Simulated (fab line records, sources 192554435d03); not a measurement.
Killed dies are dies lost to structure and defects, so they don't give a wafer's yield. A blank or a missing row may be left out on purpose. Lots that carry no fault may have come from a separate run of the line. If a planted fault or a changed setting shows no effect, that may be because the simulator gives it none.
Chamber matching :: flow n5_finfet :: 4 sister chambers for N5_SDB_ETCH_18 on rie_diel-04
The step etches SOC in N2/H2, target depth 100 nm, overetch 20 nm, time 150 s. 8 wafers are shown with their chamber, then 9 later ones without.

== WAFERS WITH THEIR CHAMBER ==
wafer: L074.3
chamber: 2
throttle_valve_pct (%): 18.20
oes_product_au (a.u.): 0.64

wafer: L084.6
chamber: 3
throttle_valve_pct (%): 17.58
oes_product_au (a.u.): 0.68

wafer: L086.5
chamber: 0
throttle_valve_pct (%): 18.26
oes_product_au (a.u.): 0.63

wafer: L085.3
chamber: 3
throttle_valve_pct (%): 17.61
oes_product_au (a.u.): 0.67

wafer: L085.4
chamber: 0
throttle_valve_pct (%): 18.26
oes_product_au (a.u.): 0.63

wafer: L090.1
chamber: 2
throttle_valve_pct (%): 17.79
oes_product_au (a.u.): 0.86

wafer: L090.3
chamber: 1
throttle_valve_pct (%): 17.93
oes_product_au (a.u.): 0.63

wafer: L090.5
chamber: 1
throttle_valve_pct (%): 17.94
oes_product_au (a.u.): 0.63

== WAFERS WHOSE CHAMBER IS MISSING ==
wafer: L093.1
throttle_valve_pct (%): 18.28
oes_product_au (a.u.): 0.62

wafer: L093.2
throttle_valve_pct (%): 17.63
oes_product_au (a.u.): 0.66

wafer: L093.4
throttle_valve_pct (%): 17.96
oes_product_au (a.u.): 0.63

wafer: L094.2
throttle_valve_pct (%): 17.62
oes_product_au (a.u.): 0.66

wafer: L094.4
throttle_valve_pct (%): 18.27
oes_product_au (a.u.): 0.62

wafer: L094.6
throttle_valve_pct (%): 17.63
oes_product_au (a.u.): 0.66

wafer: L095.1
throttle_valve_pct (%): 17.65
oes_product_au (a.u.): 0.66

wafer: L095.4
throttle_valve_pct (%): 17.80
oes_product_au (a.u.): 0.84

wafer: L095.6
throttle_valve_pct (%): 17.65
oes_product_au (a.u.): 0.66

== CHAMBER TAKEN BY EACH ==
wafer: L093.1
from the rows above: 0
in truth: 0

wafer: L093.2
from the rows above: can't be placed: 3 or 1
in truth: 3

wafer: L093.4
from the rows above: can't be placed: 1 or 2 or 0
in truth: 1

wafer: L094.2
from the rows above: can't be placed: 3 or 1
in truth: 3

wafer: L094.4
from the rows above: 0
in truth: 0

wafer: L094.6
from the rows above: can't be placed: 3 or 1
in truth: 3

wafer: L095.1
from the rows above: can't be placed: 3 or 1
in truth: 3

wafer: L095.4
from the rows above: can't be placed: 2 or 3 or 1
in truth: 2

wafer: L095.6
from the rows above: can't be placed: 3 or 1
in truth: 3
Placed correctly: 2 of 9. From these rows, 7 cannot be placed; in 7 the true chamber is one of the candidates. Placed wrongly: 0.
How it was worked out, from the rows above alone: a wafer's distance from a chamber is the root of the sum, over the readings, of the square of ((its reading less the chamber's mean) divided by the reading's scatter). If the next closest chamber is less than 2 further off than the closest, the wafer can't be placed; otherwise it belongs to the closest. The mean given for a chamber averages the wafers shown for that chamber. How the scatter is found: for the shown wafers, subtract from each reading the mean of its chamber, square and add these, divide the total by (wafers less chambers), then take the root.
